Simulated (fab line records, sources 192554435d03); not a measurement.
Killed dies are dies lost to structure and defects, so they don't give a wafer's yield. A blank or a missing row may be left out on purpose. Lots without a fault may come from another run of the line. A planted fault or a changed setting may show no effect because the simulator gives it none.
One fault seen from 3 desks | flow n5_finfet | each desk has only its own numbers; what lay behind them comes last

THE DEFECT DESK
What the inspections along the route counted, lot by lot: means of the sampled wafers that have a number. A lot is out of limits, marked OUT, if its mean lies more than 4 standard deviations from the usual mean; the brackets give that distance.
Columns: A = raw_defect_count at N5_BEOL_M11_INSPECT_30, usual 395
lot  | first seen here | A
L715 | day 12 07:10    | 359
L720 | day 13 09:45    | 408
L722 | day 13 19:13    | 274
L725 | day 14 11:28    | 386
L727 | day 14 19:51    | 439
L728 | day 15 08:20    | 422
L730 | day 15 14:12    | 399
This desk's finding: nothing out of limits on any of the 7 lots.

THE TOOL OWNER'S DESK: rie_diel-01
The tool's own readings at N5_BEOL_M11_ETCH_66 (etches SOC in N2/H2, target depth 120 nm, overetch 24 nm, time 180 s): means of the sampled wafers that have a number, for each lot that ran on this tool. A lot is out of limits, marked OUT, if its mean lies more than 4 standard deviations from the usual mean; the brackets give that distance.
Columns: A = drypump_motor_current_A at N5_BEOL_M11_ETCH_66, usual 5.8 A; B = oes_product_au at N5_BEOL_M11_ETCH_66, usual 0.63 a.u.; C = rf_vpp_V at N5_BEOL_M11_ETCH_66, usual 523.5 V; D = showerhead_plenum_p_Torr at N5_BEOL_M11_ETCH_66, usual 2.53 Torr; E = throttle_valve_pct at N5_BEOL_M11_ETCH_66, usual 17.89 %
lot  | first seen here | A   | B    | C     | D    | E
L720 | day 13 10:33    | 5.3 | 0.67 | 524.5 | 2.56 | 17.75
L722 | day 13 19:20    | 5.2 | 0.59 | 523.9 | 2.54 | 17.84
L725 | day 14 11:43    | 5.6 | 0.66 | 523.1 | 2.56 | 17.84
L727 | day 14 20:04    | 5.4 | 0.68 | 524.2 | 2.56 | 17.73
This desk's finding: nothing out of limits on any of the 4 lots.

THE METROLOGY DESK
What the gauges read, lot by lot, whatever tool the lot ran on: means of the sampled wafers that have a number. A lot is out of limits, marked OUT, if its mean lies more than 4 standard deviations from the usual mean; the brackets give that distance.
Columns: A = cd_nm at N5_BEOL_M11_CD_MEAS_28, usual 69.5 nm; B = V10_OVL at N5_BEOL_M11_OVL_MEAS_29, usual -1.2 nm
lot  | first seen here | A    | B
L715 | day 12 07:07    | 70.7 | -0.0
L720 | day 13 09:41    | 69.7 | -2.0
L722 | day 13 19:10    | 70.2 | -1.5
L725 | day 14 11:25    | 69.2 | -1.0
L727 | day 14 19:48    | 68.5 | -1.8
L728 | day 15 08:16    | 68.5 | -1.4
L730 | day 15 14:09    | 68.9 | -1.1
This desk's finding: nothing out of limits on any of the 7 lots.

PUT TOGETHER
The defect desk saw nothing out of limits.
The tool owner's desk saw nothing out of limits.
The metrology desk saw nothing out of limits.

WHAT THE SIMULATOR HAD PUT IN
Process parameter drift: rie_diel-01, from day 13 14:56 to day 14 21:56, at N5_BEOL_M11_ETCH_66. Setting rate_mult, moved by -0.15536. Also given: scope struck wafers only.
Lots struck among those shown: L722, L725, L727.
